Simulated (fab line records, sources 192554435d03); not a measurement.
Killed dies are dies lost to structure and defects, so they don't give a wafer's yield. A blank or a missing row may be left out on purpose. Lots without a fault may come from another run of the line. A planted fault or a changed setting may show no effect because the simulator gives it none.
Chamber matching | flow n5_finfet | N5_BEOL_M5_CURE_80 on uv_cure-03: 3 sister chambers
The step cures SiCOH lowk, time 120 s. 14 wafers are shown with their chamber, then 7 later ones without.

WAFERS WITH THEIR CHAMBER
wafer  | chamber | wafer_temp_C_max | lamp_power_pct (%)
L074.4 | 1       | 372.6            | 52.34
L074.5 | 1       | 372.7            | 52.27
L074.6 | 1       | 372.1            | 52.36
L080.1 | 1       | 372.1            | 52.33
L080.4 | 1       | 373.2            | 52.36
L080.5 | 1       | 372.5            | 52.38
L082.1 | 0       | 371.6            | 52.22
L082.2 | 0       | 371.7            | 52.31
L082.3 | 0       | 372.6            | 52.26
L085.3 | 2       | 371.9            | 52.35
L085.4 | 2       | 371.9            | 52.35
L085.6 | 2       | 371.2            | 52.27
L087.2 | 0       | 372.0            | 52.28
L087.5 | 0       | 372.1            | 52.29

SIGNATURES (means of the wafers above)
reading          | chamber 0 | chamber 1 | chamber 2 | scatter within a chamber
wafer_temp_C_max | 372.000   | 372.533   | 371.667   | 0.405
lamp_power_pct   | 52.2720   | 52.3400   | 52.3233   | 0.0385
Rule: a wafer's distance from a chamber is the root of the sum, over the readings, of the square of ((its reading less the chamber's mean) divided by the reading's scatter). The wafer belongs to the nearest chamber; if the next one is less than 2 further off, it can't be placed. The scatter: the root of (the sum of the squares of (reading less its chamber's mean) over the shown wafers, divided by (wafers less chambers)).

WAFERS WITHOUT THEIR CHAMBER
wafer  | wafer_temp_C_max | lamp_power_pct (%)
L087.6 | 371.9            | 52.33
L096.1 | 371.7            | 52.34
L096.2 | 371.7            | 52.26
L096.3 | 372.0            | 52.30
L095.1 | 371.8            | 52.25
L095.3 | 371.7            | 52.40
L095.5 | 371.3            | 52.34

WHICH CHAMBER EACH WENT THROUGH
wafer  | from the rows above          | in truth
L087.6 | can't be placed: 2 or 0 or 1 | 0
L096.1 | can't be placed: 2 or 0 or 1 | 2
L096.2 | can't be placed: 0 or 2      | 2
L096.3 | can't be placed: 0 or 2 or 1 | 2
L095.1 | can't be placed: 0 or 2      | 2
L095.3 | can't be placed: 2 or 1 or 0 | 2
L095.5 | can't be placed: 2 or 0      | 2
Placed correctly: 0 of 7. Can't be placed from these rows: 7 (the true chamber is among the candidates in 7). Placed wrongly: 0.
